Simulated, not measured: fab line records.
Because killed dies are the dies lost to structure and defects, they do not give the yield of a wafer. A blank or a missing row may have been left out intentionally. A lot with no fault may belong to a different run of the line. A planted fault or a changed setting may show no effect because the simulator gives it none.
Struck lot and sound lot, side by side + flow n5 finfet + 20 out of 1938 route steps
Sound: wafers L908.1, L908.2, L908.6. Wafers L904.2, L904.3, L904.5 were the ones struck. Last of all comes the cause.
Per side, at each step with rows, come the tool, then ch with its chambers, and then its first start. Under that, the readings that differ: sound wafers + struck wafers + difference of the means + sigmas: that difference in standard deviations of wafers without a fault.
alike: a reading whose means differ by less than 2 such deviations, as well as words and numbers matching on both sides. not compared: withheld readings; readings where some wafer has no value; bounds like >300 that might hide an equal value; numbers whose values overlap and for which the record gives no deviation.
Wherever a step has rows on one side only, a row that says differs or no value, or a row with sigmas, the two part there. Numbers that have no deviation but don't overlap get no sigmas and don't part them. Lack of a reading on every wafer of one side parts them only where that side has two or more wafers.

N5_FIN_CUT_INSPECT_10: inspects for defects (brightfield).
  sound on defect inspect-02 at day 5 18:25; struck on defect inspect-02 at day 4 15:41
  alike: raw defect count
then, 3 steps without rows for these wafers: N5_FIN_CUT_DESCUM_13 (chemistry O2, time 7 s); N5_FIN_CUT_ETCH_30 (etches underlayer in N2/H2, target depth 13 nm, time 10.4 s); N5_FIN_CUT_ETCH_20 (etches SiARC in CF4, target depth 26 nm, time 43.3 s).
N5_FIN_CUT_ETCH_21: etches SOC in N2/H2, target depth 219 nm, overetch 43.8 nm, time 523.5 s.
  sound on rie diel-06 ch 0,1, day 5 18:33; struck on rie diel-04 ch 1,2, day 4 16:01
  alike: drypump motor current A, oes product au, rf vpp V, showerhead plenum p Torr, throttle valve pct
  not compared: rf hours counter h
then, 2 steps without rows for these wafers: N5_FIN_CUT_STRIP_23 (strips in N2/H2); N5_FIN_CUT_STRIP_31 (strips in N2/H2).
N5_FIN_CUT_STRIP_24: strips in CF4.
  sound on rie diel-06 ch 0,1, day 5 18:52; struck on rie diel-04 ch 1,2, day 4 16:20
  alike: drypump motor current A, oes product au, rf vpp V, showerhead plenum p Torr, throttle valve pct
  not compared: rf hours counter h
then, 1 step without rows for these wafers: N5_FIN_CUT_CUT_ETCH_26 (etches SiNx in CH3F/O2, target depth 39 nm, time 55.7 s).
N5_FIN_CUT_CUT_ETCH_27: etches SiO2 in CHF3/O2, target depth 4 nm, overetch 2 nm, time 4.9 s.
  sound on rie diel-06 ch 0,1, day 5 18:56; struck on rie diel-04 ch 1,2, day 4 16:25
| reading                         | sound          | struck         | difference | sigmas |
|---------------------------------|----------------|----------------|------------|--------|
| showerhead plenum p Torr (Torr) | 2.38 2.30 2.30 | 2.52 2.52 2.52 | +0.19      | +2     |
  alike: drypump motor current A, oes_f_703_au, oes product au, rf vpp V, throttle valve pct
  not compared: rf hours counter h
N5_FIN_CUT_PRECLEAN_35: cleans in vHF, time 13.3 s.
  sound on vapor etch-01 ch 0,1, day 5 19:01; struck on vapor etch-01 ch 1, day 4 16:29
  alike: drypump motor current A
then, 1 step without rows for these wafers: N5_FIN_CUT_CUT_ETCH_15 (etches Si in HBr/Cl2/O2, target depth 100 nm, bt time 10 s, time 42.4 s).
N5_FIN_CUT_CUT_ETCH_28: etches Si in HBr/Cl2/O2, target depth 6 nm, time 2.4 s.
  sound on rie si-04 ch 0,3, day 5 19:08; struck on rie si-06 ch 1,3, day 4 16:37
| reading                | sound          | struck         | difference | sigmas |
|------------------------|----------------|----------------|------------|--------|
| throttle valve pct (%) | 37.7 38.3 38.3 | 36.7 36.8 36.8 | -1.3       | -3     |
  alike: drypump motor current A, oes product au
  not compared: rf hours counter h
then, 4 steps without rows for these wafers: N5_FIN_CUT_STRIP_22 (strips in N2/H2); N5_FIN_CUT_PRECLEAN_36 (cleans in O3/DIW, time 60 s); N5_FIN_CUT_SRD_32 (time 30 s); N5_FIN_CUT_UV_OZONE_34 (time 120 s).
N5_FIN_CUT_INSPECT_17: inspects for defects (brightfield).
  sound on defect inspect-01 at day 5 19:29; struck on defect inspect-01 at day 4 16:55
| reading          | sound       | struck         | difference | sigmas |
|------------------|-------------|----------------|------------|--------|
| raw defect count | 183 216 227 | 1395 1433 1358 | +1187      | +20    |
N5_STI_FIN_REVEAL_ALD_00: deposits SiO2, target thk 1 nm, pulse time 1 s.
  sound on ald sin-04 ch 1,3, day 5 19:31; struck on ald sin-04 ch 0,1,3, day 4 18:44
  alike: heater power outer w, heater power w, precursor pulse height rel
-- a jump in the record: the struck wafers' starts before and after are 10 days apart (it breaks off in module STI_FIN_REVEAL and resumes in module PASSIVATION, where the first step shown is number 1936 of the route) --
N5_PASSIVATION_PROBE_49:
  sound on prober-02 at day 16 01:16; struck on prober-01 at day 15 06:37
| reading             | sound       | struck      | difference | sigmas |
|---------------------|-------------|-------------|------------|--------|
| killed at front end | 60 62 62    | 140 205 184 | +115       | +9     |
| killed dies         | 123 134 141 | 205 237 240 | +95        | +5     |
| killed open         | 80 89 100   | 65 47 55    | -34        | -2     |
  alike: killed_at_M0_to_M3, killed_at_M4_up, killed at contacts, killed at other, killed on rim, killed short

WHERE THEY PART
At N5_FIN_CUT_CUT_ETCH_27 first; at N5_PASSIVATION_PROBE_49 last (within this record only).

WHY: what the simulator had put in
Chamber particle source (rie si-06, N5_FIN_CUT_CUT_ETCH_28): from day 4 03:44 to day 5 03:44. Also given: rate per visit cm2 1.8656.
